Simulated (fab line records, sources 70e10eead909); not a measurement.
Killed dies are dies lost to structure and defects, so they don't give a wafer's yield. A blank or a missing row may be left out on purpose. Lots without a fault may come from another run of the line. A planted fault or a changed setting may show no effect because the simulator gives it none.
Chamber matching | flow nand_harc | NHARC_A_CHANNEL_FILL_D2_CMP_10 on cmp-04: 4 sister chambers
The step polishes, target thk 150 nm. 4 wafers are shown with their chamber, then 7 later ones without.

WAFERS WITH THEIR CHAMBER
wafer  | chamber | motor_current_A (A)
L082.6 | 1       | 12.4
L086.2 | 3       | 12.7
L092.1 | 0       | 10.5
L092.4 | 2       | 12.5

WAFERS WITHOUT THEIR CHAMBER
wafer  | motor_current_A (A)
L092.6 | 11.7
L094.3 | 10.7
L094.4 | 12.2
L094.6 | 12.2
L096.2 | 11.9
L096.3 | 12.1
L096.6 | 11.9

WHICH CHAMBER EACH WENT THROUGH
wafer  | from the rows above               | in truth
L092.6 | can't be placed: 1 or 2 or 3 or 0 | 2
L094.3 | 0                                 | 0
L094.4 | can't be placed: 1 or 2 or 3      | 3
L094.6 | can't be placed: 1 or 2 or 3      | 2
L096.2 | can't be placed: 1 or 2 or 3      | 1
L096.3 | can't be placed: 1 or 2 or 3      | 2
L096.6 | can't be placed: 1 or 2 or 3      | 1
Placed correctly: 1 of 7. Can't be placed from these rows: 6 (the true chamber is among the candidates in 6). Placed wrongly: 0.
How it was worked out, from the rows above alone: a wafer's distance from a chamber is the root of the sum, over the readings, of the square of ((its reading less the chamber's mean) divided by the reading's scatter). The wafer belongs to the nearest chamber; if the next one is less than 2 further off, it can't be placed. A chamber's mean is the mean of its shown wafers. The scatter: with one shown wafer a chamber, the root of the mean of the squares of how far each hidden wafer lies from its nearest shown one.
